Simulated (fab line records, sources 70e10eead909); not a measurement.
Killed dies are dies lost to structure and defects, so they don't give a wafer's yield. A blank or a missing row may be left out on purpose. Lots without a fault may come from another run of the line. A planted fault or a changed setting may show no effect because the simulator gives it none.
A struck lot beside a sound one | flow nand_harc | 24 steps out of a route of 1302
Sound: wafers L950.2, L950.3, L950.6. Struck: wafers L948.2, L948.3, L948.6. The cause comes at the end.
At each step with rows: each side's tool, then ch and its chambers, then its first start. Under that, the readings that differ: sound wafers | struck wafers | difference of the means | sigmas: that difference in standard deviations of wafers without a fault.
alike: readings whose means differ by less than 2 such deviations, and words and numbers that are the same on both sides. not compared: withheld readings, readings that some wafer has no value for, bounds like >300 that may hide the same value, and numbers for which the record gives no deviation and whose values overlap.
The two part at a step that has a row with sigmas, a row that says differs or no value, or rows on one side only. Numbers that don't overlap but have no deviation are shown without sigmas and don't part them. A reading that every wafer of one side lacks parts them only if that side has two wafers or more.

NHARC_A_M0_INSPECT_27:
  sound on defect_inspect-02, day 24 21:03; struck on defect_inspect-02, day 23 17:55
  reading          | sound       | struck      | difference | sigmas
  raw_defect_count | 476 480 382 | 864 651 810 | +329       | +3
NHARC_A_M0_PRE_CLEAN_31: time 12 s.
  sound on pecvd-03 ch 0,2, day 24 21:08; struck on pecvd-03 ch 0,2, day 23 17:58
  alike: heater_power_w, susceptor_temp_C
NHARC_A_M0_DEP_32: deposits SiCN, target thk 30 nm.
  sound on pecvd-03 ch 0,2, day 24 21:14; struck on pecvd-03 ch 0,2, day 23 18:03
  alike: heater_power_w, susceptor_temp_C
then, 9 steps without rows for these wafers: NHARC_A_M1_DEP_00 (deposits SiOC, target thk 182.5 nm); NHARC_A_M1_DEHYDRATE_01 (time 120 s); NHARC_A_M1_HMDS_02 (time 30 s); NHARC_A_M1_COAT_34 (time 65 s); NHARC_A_M1_COAT_03 (resist thk 90 nm); NHARC_A_M1_SOFTBAKE_04 (time 55 s); NHARC_A_M1_EBR_05; NHARC_A_M1_EXPOSE_06 (exposes mask A M1, target cd 120 nm); NHARC_A_M1_PEB_07 (peb time 65 s).
NHARC_A_M1_DEVELOP_08: develop time 35 s.
  sound on litho_track-01 ch 0, day 24 22:00; struck on litho_track-06 ch 0, day 23 19:00
NHARC_A_M1_CD_MEAS_09: target cd 120 nm.
  sound on cd_sem-01 ch 0, day 24 22:27; struck on cd_sem-02 ch 0, day 23 19:18
  reading    | sound             | struck            | difference | sigmas
  cd_nm (nm) | 120.4 119.9 119.9 | 121.5 121.7 121.6 | +1.5       | +2
NHARC_A_M1_OVL_MEAS_10: pitch 240 nm.
  sound on overlay-02, day 24 22:32; struck on overlay-01, day 23 19:23
  alike: overlay_x_nm, overlay_y_nm
NHARC_A_M1_INSPECT_11:
  sound on defect_inspect-01, day 24 22:34; struck on defect_inspect-02, day 23 19:25
  alike: raw_defect_count
NHARC_A_M1_DESCUM_14: chemistry O2, time 3 s.
  sound on rie_diel-08 ch 0,1,2, day 24 22:38; struck on rie_diel-04 ch 0,2, day 23 19:29
  reading               | sound             | struck          | difference | sigmas
  model.A_M1.cd_nm (nm) | 120.4 119.9 119.8 | 121 121.8 121.5 | +1         |
  alike: drypump_motor_current_A, oes_product_au, rf_vpp_V, showerhead_plenum_p_Torr, throttle_valve_pct
  not compared: rf_hours_counter_h
NHARC_A_M1_ETCH_35: etches the open film in N2/H2, target depth 40 nm, overetch 12 nm, time 43.94 s.
  sound on rie_diel-08 ch 0,1, day 24 22:43; struck on rie_diel-04 ch 0,2, day 23 19:34
  alike: drypump_motor_current_A, h2_flow_sccm, oes_product_au, rf_vpp_V, showerhead_plenum_p_Torr, throttle_valve_pct
  not compared: rf_hours_counter_h
NHARC_A_M1_ETCH_15: etches the open film in C4F8/Ar, target depth 182.5 nm, time 91.2 s.
  sound on rie_diel-08 ch 1,2,3; struck on rie_diel-04 ch 0,1,2
  alike: oes_product_au, rf_vpp_V
  not compared: rf_hours_counter_h
NHARC_A_M1_CD_MEAS_16:
  sound on cd_sem-02, day 24 22:56; struck on cd_sem-01, day 23 19:47
  alike: cd_nm
NHARC_A_M1_STRIP_18: strips in N2/H2.
  sound on rie_diel-04 ch 0,1, day 24 23:02; struck on rie_diel-06 ch 0,1,2, day 23 19:53
  alike: drypump_motor_current_A, h2_flow_sccm, oes_product_au, rf_vpp_V, showerhead_plenum_p_Torr, throttle_valve_pct
  not compared: rf_hours_counter_h
NHARC_A_M1_ETCH_28: etches the open film in CF4/N2, target depth 30 nm, time 72.99 s.
  sound on rie_diel-04 ch 0,2,3; struck on rie_diel-06 ch 0,1,2
  alike: cf4_flow_sccm, drypump_motor_current_A, oes_product_au, rf_vpp_V, showerhead_plenum_p_Torr, throttle_valve_pct
  not compared: rf_hours_counter_h, model.A_M1.cd_nm
then, 1 step without rows for these wafers: NHARC_A_M1_STRIP_19 (strips in post etch residue remover, time 600 s).
NHARC_END_SORT_01:
  the record has rows for the struck wafers here (prober-02 ch 0, day 25 08:16) and none for the sound ones

WHERE THEY PART
First at NHARC_A_M0_INSPECT_27; last, within this record, at NHARC_END_SORT_01.

WHY: what the simulator had put in
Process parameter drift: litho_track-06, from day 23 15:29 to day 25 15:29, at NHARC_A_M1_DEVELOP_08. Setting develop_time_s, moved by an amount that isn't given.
